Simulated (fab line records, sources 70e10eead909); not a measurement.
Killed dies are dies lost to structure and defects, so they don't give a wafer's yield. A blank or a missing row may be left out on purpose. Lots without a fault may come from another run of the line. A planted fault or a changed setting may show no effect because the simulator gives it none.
A struck lot beside a sound one | flow nand_harc | 32 steps out of a route of 1159
Sound: wafers L975.4, L975.5, L975.6. Struck: wafers L968.1, L968.4. (L968.6 of the same lot was not struck and is left out.) The cause comes at the end.
At each step with rows: each side's tool, then ch and its chambers, then its first start. Under that, the readings that differ: sound wafers | struck wafers | difference of the means | sigmas: that difference in standard deviations of wafers without a fault.
alike: readings whose means differ by less than 2 such deviations, and words and numbers that are the same on both sides. not compared: withheld readings, readings that some wafer has no value for, bounds like >300 that may hide the same value, and numbers for which the record gives no deviation and whose values overlap.
The two part at a step that has a row with sigmas, a row that says differs or no value, or rows on one side only. Numbers that don't overlap but have no deviation are shown without sigmas and don't part them. A reading that every wafer of one side lacks parts them only if that side has two wafers or more.

first, 10 steps without rows for these wafers: NHARC_A_CHANNEL_HOLE_D1_DEP_00 (deposits aC, target thk 3100 nm); NHARC_A_CHANNEL_HOLE_D1_DEP_01 (deposits SiON, target thk 140 nm); NHARC_A_CHANNEL_HOLE_D1_DEHYDRATE_02 (time 120 s); NHARC_A_CHANNEL_HOLE_D1_HMDS_03 (time 30 s); NHARC_A_CHANNEL_HOLE_D1_COAT_36 (time 75 s); NHARC_A_CHANNEL_HOLE_D1_COAT_37 (time 65 s); NHARC_A_CHANNEL_HOLE_D1_COAT_04 (resist thk 90 nm); NHARC_A_CHANNEL_HOLE_D1_SOFTBAKE_05 (time 55 s); NHARC_A_CHANNEL_HOLE_D1_EBR_06; NHARC_A_CHANNEL_HOLE_D1_EXPOSE_07 (exposes mask HOLE D1, target cd 100 nm).
NHARC_A_CHANNEL_HOLE_D1_PEB_08: peb time 65 s.
  sound on litho_track-06 ch 0, day 12 22:19; struck on litho_track-01 ch 0, day 11 07:40
  reading                  | sound             | struck      | difference | sigmas
  heater_power_total_W (W) | 156.7 156.1 156.2 | 166.4 166.5 | +10.1      | +24
then, 1 step without rows for these wafers: NHARC_A_CHANNEL_HOLE_D1_DEVELOP_09 (develop time 35 s).
NHARC_A_CHANNEL_HOLE_D1_CD_MEAS_10: target cd 100 nm.
  sound on cd_sem-02 ch 0, day 12 22:24; struck on cd_sem-01 ch 0, day 11 07:44
  reading    | sound             | struck    | difference | sigmas
  cd_nm (nm) | 100.8 100.4 101.0 | 97.3 96.5 | -3.8       | -6
NHARC_A_CHANNEL_HOLE_D1_DESCUM_15: chemistry O2, time 3 s.
  sound on rie_diel-11 ch 0,2,3, day 12 22:37; struck on rie_diel-11 ch 2,3, day 11 07:55
  reading                            | sound           | struck      | difference | sigmas
  model.A_CHANNEL_HOLE_D1.cd_nm (nm) | 100.9 99.43 100 | 96.43 96.01 | -3.89      |
  alike: drypump_motor_current_A, oes_product_au, rf_vpp_V, showerhead_plenum_p_Torr, throttle_valve_pct
  not compared: rf_hours_counter_h
then, 16 steps without rows for these wafers: NHARC_A_CHANNEL_HOLE_D1_ETCH_38 (etches the open film in CF4, target depth 39 nm, time 65 s); NHARC_A_CHANNEL_HOLE_D1_ETCH_39 (etches the open film in N2/H2, target depth 260 nm, time 325 s); NHARC_A_CHANNEL_HOLE_D1_ETCH_34 (etches the open film in CF4/CHF3, target depth 154 nm, time 77 s); NHARC_A_CHANNEL_HOLE_D1_ETCH_16 (etches the open film in O2/COS, target depth 3100 nm, time 806 s); NHARC_A_CHANNEL_HOLE_D1_ETCH_19 (etches the open film in C4F8/O2/Ar, time 34.5 s); NHARC_A_CHANNEL_HOLE_D1_ETCH_20 (etches the open film in C4F8/O2/Ar, time 361.9 s, target depth 1600 nm); NHARC_A_CHANNEL_HOLE_D1_ETCH_21 (etches the open film in C4F8/O2/Ar, time 514.3 s, target depth 1600 nm); NHARC_A_CHANNEL_HOLE_D1_ETCH_22 (etches the open film in C4F8/O2/Ar, time 666.7 s, target depth 1600 nm); NHARC_A_CHANNEL_HOLE_D1_ETCH_23 (etches the open film in C4F8/O2/Ar, time 819 s, target depth 1600 nm); NHARC_A_CHANNEL_HOLE_D1_ETCH_24 (etches the open film in C4F8/O2/Ar, time 906.2 s, target depth 1500 nm); NHARC_A_CHANNEL_HOLE_D1_ETCH_25 (etches the open film in C4F8/O2/Ar, time 1040.2 s, target depth 1500 nm); NHARC_A_CHANNEL_HOLE_D1_ETCH_26 (etches the open film in C4F8/O2/Ar, time 224.1 s, target depth 300 nm); NHARC_A_CHANNEL_HOLE_D1_ETCH_33 (etches the open film in C4F8/O2/Ar, time 90 s, target depth 400 nm); NHARC_A_CHANNEL_HOLE_D1_STRIP_41 (strips in N2/H2); NHARC_A_CHANNEL_HOLE_D1_STRIP_42 (strips in CF4/CHF3); NHARC_A_CHANNEL_HOLE_D1_STRIP_43 (strips in O2/COS).
NHARC_A_CHANNEL_HOLE_D1_ETCH_44: etches the open film in CF4/O2, target depth 140 nm, overetch 14 nm, time 77 s.
  sound on rie_diel-11 ch 0,3, day 13 05:04; struck on rie_diel-11 ch 0,1, day 11 14:40
  reading                            | sound             | struck      | difference | sigmas
  model.A_CHANNEL_HOLE_D1.cd_nm (nm) | 90.99 91.22 90.87 | 89.14 85.45 | -3.73      |
  alike: drypump_motor_current_A, oes_ar_750_au, oes_product_au, rf_vpp_V, showerhead_plenum_p_Torr, throttle_valve_pct
  not compared: rf_hours_counter_h
then, 1 step without rows for these wafers: NHARC_A_CHANNEL_HOLE_D1_STRIP_27 (strips in O2).

WHERE THEY PART
First at NHARC_A_CHANNEL_HOLE_D1_PEB_08; last, within this record, at NHARC_A_CHANNEL_HOLE_D1_CD_MEAS_10. Later steps at which nothing parts them and some readings are alike: NHARC_A_CHANNEL_HOLE_D1_DESCUM_15, NHARC_A_CHANNEL_HOLE_D1_ETCH_44.

WHY: what the simulator had put in
Process parameter drift: litho_track-01, from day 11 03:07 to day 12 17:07, at NHARC_A_CHANNEL_HOLE_D1_PEB_08. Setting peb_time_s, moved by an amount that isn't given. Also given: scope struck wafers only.
